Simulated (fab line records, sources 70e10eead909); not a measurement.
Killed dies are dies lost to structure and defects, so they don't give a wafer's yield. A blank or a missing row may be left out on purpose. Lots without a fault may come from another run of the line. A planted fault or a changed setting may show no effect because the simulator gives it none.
Which tool did it? | flow nand_harc | 24 lots, 72 wafers sampled, at 4 steps of a route of 1159

WHAT THE GAUGES READ, wafer by wafer
NHARC_A_M0_INSPECT_11.
lot  | measured     | on                | raw_defect_count
L074 | day 17 21:24 | defect_inspect-02 | 20 17 24
L077 | day 18 07:53 | defect_inspect-02 | 7 5 7
L075 | day 18 08:06 | defect_inspect-02 | 32 41 36
L078 | day 18 11:18 | defect_inspect-02 | 42 34 44
L076 | day 18 12:31 | defect_inspect-02 | 26 19 10
L079 | day 19 09:53 | defect_inspect-02 | 23 22 30
L080 | day 19 10:49 | defect_inspect-01 | 35 26 31
L081 | day 19 14:23 | defect_inspect-02 | 7 8 9
L082 | day 19 15:52 | defect_inspect-01 | 23 21 21
L083 | day 19 16:15 | defect_inspect-02 | 36 25 28
L084 | day 19 18:58 | defect_inspect-01 | 30 26 29
L085 | day 20 09:51 | defect_inspect-02 | 14 15 22
L087 | day 20 10:59 | defect_inspect-02 | 25 27 30
L086 | day 20 14:17 | defect_inspect-02 | 37 33 27
L090 | day 21 06:58 | defect_inspect-02 | 15 9 16
L088 | day 21 17:02 | defect_inspect-02 | 62 60 58
L093 | day 21 17:50 | defect_inspect-02 | 13 15 21
L089 | day 21 23:52 | defect_inspect-02 | 32 40 38
L091 | day 22 04:11 | defect_inspect-02 | 44 45 54
L092 | day 22 06:08 | defect_inspect-02 | 71 61 35
L094 | day 22 14:01 | defect_inspect-02 | 25 41 24
L096 | day 22 14:42 | defect_inspect-02 | 33 50 41
L097 | day 22 16:52 | defect_inspect-02 | 45 44 49
L095 | day 23 04:38 | defect_inspect-02 | 18 16 14

NHARC_A_M0_THK_MEAS_24: measures by xrf.
lot  | measured     | on            | thk_nm (nm)
L074 | day 17 23:49 | film_metro-01 | 115.4 115.7 114.7
L077 | day 18 10:17 | film_metro-01 | 112.0 113.7 113.1
L075 | day 18 10:30 | film_metro-01 | 114.2 114.1 115.4
L078 | day 18 13:58 | film_metro-02 | 115.0 112.5 114.2
L076 | day 18 14:54 | film_metro-01 | 115.1 113.0 113.8
L079 | day 19 12:19 | film_metro-01 | 115.7 114.1 111.4
L080 | day 19 13:14 | film_metro-01 | 110.4 115.5 113.8
L081 | day 19 16:49 | film_metro-02 | 112.4 112.3 113.6
L082 | day 19 18:48 | film_metro-01 | 112.4 115.7 114.3
L083 | day 19 19:03 | film_metro-02 | 111.1 114.6 112.9
L084 | day 19 22:04 | film_metro-01 | 116.4 114.6 115.2
L085 | day 20 12:16 | film_metro-01 | 116.6 114.6 114.4
L087 | day 20 13:27 | film_metro-02 | 111.6 114.3 112.6
L086 | day 20 16:43 | film_metro-02 | 113.9 112.7 114.5
L090 | day 21 09:21 | film_metro-01 | 115.8 117.4 114.6
L088 | day 21 19:34 | film_metro-02 | 114.1 113.1 114.4
L093 | day 21 20:12 | film_metro-01 | 113.2 112.6 114.0
L089 | day 22 02:14 | film_metro-01 | 115.4 114.9 113.3
L091 | day 22 06:34 | film_metro-02 | 115.1 113.9 110.9
L092 | day 22 08:31 | film_metro-02 | 110.7 115.9 113.2
L094 | day 22 16:29 | film_metro-02 | 116.7 115.5 116.8
L096 | day 22 17:06 | film_metro-01 | 113.7 116.1 116.4
L097 | day 22 19:17 | film_metro-02 | 113.3 114.1 112.3
L095 | day 23 07:23 | film_metro-02 | 114.2 114.3 115.9

WHICH TOOL RAN EACH LOT (tool, then ch and the chambers of the sampled wafers, then the start)
lot  | NHARC_A_M0_DEGAS_28          | NHARC_A_M0_PRE_CLEAN_29
L074 | pvd_sputter-01, day 17 22:25 | pvd_sputter-01, day 17 23:49 or earlier
L077 | pvd_sputter-03, day 18 08:52 | pvd_sputter-03, day 18 10:17 or earlier
L075 | pvd_sputter-01, day 18 09:07 | pvd_sputter-01, day 18 10:30 or earlier
L078 | pvd_sputter-02, day 18 12:17 | pvd_sputter-02, day 18 13:58 or earlier
L076 | pvd_sputter-01, day 18 13:29 | pvd_sputter-01, day 18 14:54 or earlier
L079 | pvd_sputter-02, day 19 10:53 | pvd_sputter-02, day 19 12:19 or earlier
L080 | pvd_sputter-03, day 19 11:51 | pvd_sputter-03, day 19 13:14 or earlier
L081 | pvd_sputter-03, day 19 15:25 | pvd_sputter-03, day 19 16:49 or earlier
L082 | pvd_sputter-02, day 19 16:56 | pvd_sputter-02, day 19 18:48 or earlier
L083 | pvd_sputter-01, day 19 17:14 | pvd_sputter-01, day 19 19:03 or earlier
L084 | pvd_sputter-01, day 19 19:56 | pvd_sputter-01, day 19 22:04 or earlier
L085 | pvd_sputter-02, day 20 10:53 | pvd_sputter-02, day 20 12:16 or earlier
L087 | pvd_sputter-02, day 20 12:01 | pvd_sputter-02, day 20 13:27 or earlier
L086 | pvd_sputter-02, day 20 15:18 | pvd_sputter-02, day 20 16:43 or earlier
L090 | pvd_sputter-03, day 21 07:58 | pvd_sputter-03, day 21 09:21 or earlier
L088 | pvd_sputter-01, day 21 18:02 | pvd_sputter-01, day 21 19:34 or earlier
L093 | pvd_sputter-01, day 21 18:49 | pvd_sputter-01, day 21 20:12 or earlier
L089 | pvd_sputter-02, day 22 00:50 | pvd_sputter-02, day 22 02:14 or earlier
L091 | pvd_sputter-02, day 22 05:10 | pvd_sputter-02, day 22 06:34 or earlier
L092 | pvd_sputter-02, day 22 07:07 | pvd_sputter-02, day 22 08:31 or earlier
L094 | pvd_sputter-02, day 22 15:00 | pvd_sputter-02, day 22 16:29 or earlier
L096 | pvd_sputter-03, day 22 15:43 | pvd_sputter-03, day 22 17:06 or earlier
L097 | pvd_sputter-03, day 22 17:51 | pvd_sputter-03, day 22 19:17 or earlier
L095 | pvd_sputter-03, day 23 05:41 | pvd_sputter-03, day 23 07:23 or earlier
- NHARC_A_M0_DEGAS_28: time 60 s.
- NHARC_A_M0_PRE_CLEAN_29: time 30 s.

WHAT THE TOOLS THEMSELVES READ (means of the sampled wafers that have a number; where no wafer has one, the mark that the record gives instead)
NHARC_A_M0_DEGAS_28.
lot  | tool           | heater_power_w (W)
L074 | pvd_sputter-01 | 325
L077 | pvd_sputter-03 | 332
L075 | pvd_sputter-01 | 315
L078 | pvd_sputter-02 | 361
L076 | pvd_sputter-01 | 376
L079 | pvd_sputter-02 | 365
L080 | pvd_sputter-03 | 325
L081 | pvd_sputter-03 | 329
L082 | pvd_sputter-02 | 357
L083 | pvd_sputter-01 | 357
L084 | pvd_sputter-01 | 329
L085 | pvd_sputter-02 | 347
L087 | pvd_sputter-02 | 375
L086 | pvd_sputter-02 | 348
L090 | pvd_sputter-03 | 334
L088 | pvd_sputter-01 | 345
L093 | pvd_sputter-01 | 347
L089 | pvd_sputter-02 | 359
L091 | pvd_sputter-02 | 320
L092 | pvd_sputter-02 | 358
L094 | pvd_sputter-02 | 333
L096 | pvd_sputter-03 | 332
L097 | pvd_sputter-03 | 348
L095 | pvd_sputter-03 | 343

NHARC_A_M0_PRE_CLEAN_29.
lot  | tool           | heater_power_w (W)
L074 | pvd_sputter-01 | 415
L077 | pvd_sputter-03 | 409
L075 | pvd_sputter-01 | 446
L078 | pvd_sputter-02 | 406
L076 | pvd_sputter-01 | 453
L079 | pvd_sputter-02 | 466
L080 | pvd_sputter-03 | 429
L081 | pvd_sputter-03 | 403
L082 | pvd_sputter-02 | 397
L083 | pvd_sputter-01 | 420
L084 | pvd_sputter-01 | 389
L085 | pvd_sputter-02 | 435
L087 | pvd_sputter-02 | 455
L086 | pvd_sputter-02 | 449
L090 | pvd_sputter-03 | 425
L088 | pvd_sputter-01 | 421
L093 | pvd_sputter-01 | 418
L089 | pvd_sputter-02 | 424
L091 | pvd_sputter-02 | 406
L092 | pvd_sputter-02 | 424
L094 | pvd_sputter-02 | 464
L096 | pvd_sputter-03 | 410
L097 | pvd_sputter-03 | 422
L095 | pvd_sputter-03 | 412

THE ANSWER, worked out from the rows above alone
Rule: what is usual is taken from the lots themselves. Put in order of their means at a reading, lots are off if they are a third of the lots or fewer, leave a main group of 4 or more, and stand apart from it by a gap of 3 or more times the standard deviation of the main group's means; of several such gaps the widest counts. A main group whose means are all the same, to the digits that the tables above print for the reading, isn't used. A lot without any number at a reading at which 4 lots or more have one is off too. The other lots that the step has rows for count as sound. The gauges are gone through in route order, then the tools' own readings, and for those a lot's mean is taken as printed above. The first step at which some lot is off is used, and at that step the reading that is off furthest; a lot without a number counts as furthest.
No lot is off at any reading shown: from this, nothing can be told.

WHAT THE SIMULATOR HAD PUT IN
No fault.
